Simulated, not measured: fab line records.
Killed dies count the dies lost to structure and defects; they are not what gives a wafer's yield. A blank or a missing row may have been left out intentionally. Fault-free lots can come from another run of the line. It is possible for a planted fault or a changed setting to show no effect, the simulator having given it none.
Split-lot trial -- flow n5-finfet -- 7 lots, 21 wafers read, on a route of 1938 steps

== ABOUT THE SPLIT ==
At N5_BEOL_M7_ETCH_62 (etches SOC in N2/H2, target depth 110 nm, overetch 22 nm, time 165 s), the setting source-w was moved away from the recipe's 840 W on 6 of the 21 wafers read, by -12.0% to +17.3%. All remaining wafers had this setting at the recipe value.

The reading comes from the split's own step.

== THE READING ==
rf-vpp-V, in V, at N5_BEOL_M7_ETCH_62 (etches SOC in N2/H2, target depth 110 nm, overetch 22 nm, time 165 s). Typical for fault-free wafers on this fab line: 524.1 V, with standard deviation 2.9 V.

wafer,"tool, chamber at the split","source-w as run, W",against the recipe,"rf-vpp-V, V",against lot-mates on the recipe
L076.1,"rie-diel-03, 3",840,recipe,525.1,-
L076.3,"rie-diel-03, 0",840,recipe,526.8,-
L076.4,"rie-diel-03, 2",840,recipe,520.7,-
L075.1,"rie-diel-03, 1",840,recipe,521.9,-
L075.3,"rie-diel-03, 3",785.9,-6.4%,536.6,+14.7
L075.5,"rie-diel-03, 0",785.9,-6.4%,538.0,+16.1
L077.2,"rie-diel-04, 2",985,+17.3%,495.5,-27.8
L077.3,"rie-diel-04, 1",985,+17.3%,497.0,-26.3
L077.6,"rie-diel-04, 2",840,recipe,523.3,-
L079.4,"rie-diel-03, 3",840,recipe,524.9,-
L079.5,"rie-diel-03, 0",840,recipe,527.9,-
L079.6,"rie-diel-03, 3",840,recipe,527.1,-
L080.1,"rie-diel-03, 0",840,recipe,527.9,-
L080.3,"rie-diel-03, 2",739.3,-12.0%,542.6,+14.7
L080.4,"rie-diel-03, 3",739.3,-12.0%,547.3,+19.4
L082.4,"rie-diel-05, 3",840,recipe,525.0,-
L082.5,"rie-diel-05, 1",840,recipe,522.5,-
L082.6,"rie-diel-05, 2",840,recipe,524.1,-
L088.2,"rie-diel-04, 2",840,recipe,521.4,-
L088.4,"rie-diel-04, 3",840,recipe,526.3,-
L088.5,"rie-diel-04, 2",840,recipe,523.0,-

THE FIT
A straight line over all 21 wafers: rf-vpp-V changes by -1.69 V for each +1% of source-w; r = -0.98; the points scatter about the line by 2.3 V.
The same after taking each lot's own level away (the mean of its wafers on the recipe; 21 wafers): -1.59 V for each +1%; r = -0.98; scatter 2.4 V.
On that fit, the largest move of source-w shifts the reading by 28 V.
The span of the lots' own levels, 521.90 to 527.90 V, comes to 2.1 times the standard deviation stated above.
Hence the lot-to-lot level has little effect on the slope; both slopes agree.
Check: for one of the wafers moved furthest among these (+17.3%), held out of the fit, the line's prediction against its lot-mates is -26.8 V. It came out at -27.8 V against them.
Tool readings at the split's step, against how far the setting was moved: rf-vpp-V r = -0.98.

== THE OTHER SPLITS THESE WAFERS WENT THROUGH ==
Before the reading, these wafers also passed through other splits. Each is held against what the fit with the lots' levels taken away leaves over:
other split on the same wafers,wafers away from the commonest value,r with rf-vpp-V (lot level and that fit taken away)
N5_BEOL_M0_SAQP_COAT_87 spin-rpm,7,+0.65
N5_BEOL_M1_ETCH_64 source-w,10,+0.14
N5_BEOL_M4_PECVD_72 time-s,10,+0.66
N5_BEOL_M5_ILD_DEP_00 time-s,7,-0.45
N5_BEOL_M5_COAT_71 spin-rpm,8,+0.24
N5_BEOL_M6_ETCH_66 bias-w,6,-0.20

== THE FILE'S OWN FIT ==
rf-vpp-V changes by -1.6 V for each +1% of source-w, r = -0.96.
